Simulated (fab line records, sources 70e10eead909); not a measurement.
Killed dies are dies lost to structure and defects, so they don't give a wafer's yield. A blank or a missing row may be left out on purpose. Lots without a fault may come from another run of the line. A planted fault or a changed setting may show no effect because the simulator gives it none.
Chamber matching | flow nand_harc | NHARC_P_ZERO_WELL_DESCUM_54 on rie_diel-06: 4 sister chambers
The step chemistry O2, time 3 s. 16 wafers are shown with their chamber, then 8 later ones without.

WAFERS WITH THEIR CHAMBER
wafer  | chamber | drypump_motor_current_A (A) | showerhead_plenum_p_Torr (Torr) | oes_product_au (a.u.)
L074.1 | 0       | 5.2                         | 1.88                            | 1.014
L074.5 | 2       | 6.3                         | 1.97                            | 0.995
L074.6 | 3       | 5.3                         | 1.95                            | 0.984
L075.2 | 1       | 5.6                         | 1.80                            | 0.987
L075.4 | 0       | 5.2                         | 1.87                            | 1.015
L075.5 | 1       | 5.6                         | 1.80                            | 0.985
L078.1 | 1       | 5.6                         | 1.80                            | 0.989
L078.3 | 2       | 6.2                         | 1.96                            | 0.983
L078.4 | 3       | 5.3                         | 1.94                            | 0.993
L081.3 | 0       | 5.2                         | 1.87                            | 0.998
L081.5 | 2       | 6.3                         | 1.96                            | 0.985
L081.6 | 3       | 5.3                         | 1.94                            | 0.995
L087.3 | 3       | 5.3                         | 1.93                            | 0.992
L087.5 | 0       | 5.3                         | 1.86                            | 1.008
L087.6 | 1       | 5.6                         | 1.79                            | 0.996
L090.2 | 2       | 6.2                         | 1.95                            | 0.996

SIGNATURES (means of the wafers above)
reading                  | chamber 0 | chamber 1 | chamber 2 | chamber 3 | scatter within a chamber
drypump_motor_current_A  | 5.225     | 5.600     | 6.250     | 5.300     | 0.0382
showerhead_plenum_p_Torr | 1.8700    | 1.7975    | 1.9600    | 1.9400    | 0.0075
oes_product_au           | 1.00875   | 0.98925   | 0.98975   | 0.99100   | 0.00617
Rule: a wafer's distance from a chamber is the root of the sum, over the readings, of the square of ((its reading less the chamber's mean) divided by the reading's scatter). The wafer belongs to the nearest chamber; if the next one is less than 2 further off, it can't be placed. The scatter: the root of (the sum of the squares of (reading less its chamber's mean) over the shown wafers, divided by (wafers less chambers)).

WAFERS WITHOUT THEIR CHAMBER
wafer  | drypump_motor_current_A (A) | showerhead_plenum_p_Torr (Torr) | oes_product_au (a.u.)
L090.3 | 5.2                         | 1.86                            | 1.006
L090.6 | 6.2                         | 1.95                            | 1.003
L092.1 | 5.6                         | 1.79                            | 0.996
L092.2 | 5.3                         | 1.93                            | 0.993
L092.5 | 5.2                         | 1.86                            | 1.000
L093.1 | 5.6                         | 1.79                            | 0.985
L093.5 | 5.2                         | 1.86                            | 1.006
L093.6 | 5.6                         | 1.79                            | 0.991

WHICH CHAMBER EACH WENT THROUGH
wafer  | from the rows above | in truth
L090.3 | 0                   | 0
L090.6 | 2                   | 2
L092.1 | 1                   | 1
L092.2 | 3                   | 3
L092.5 | 0                   | 0
L093.1 | 1                   | 1
L093.5 | 0                   | 0
L093.6 | 1                   | 1
Placed correctly: 8 of 8. Can't be placed from these rows: 0. Placed wrongly: 0.
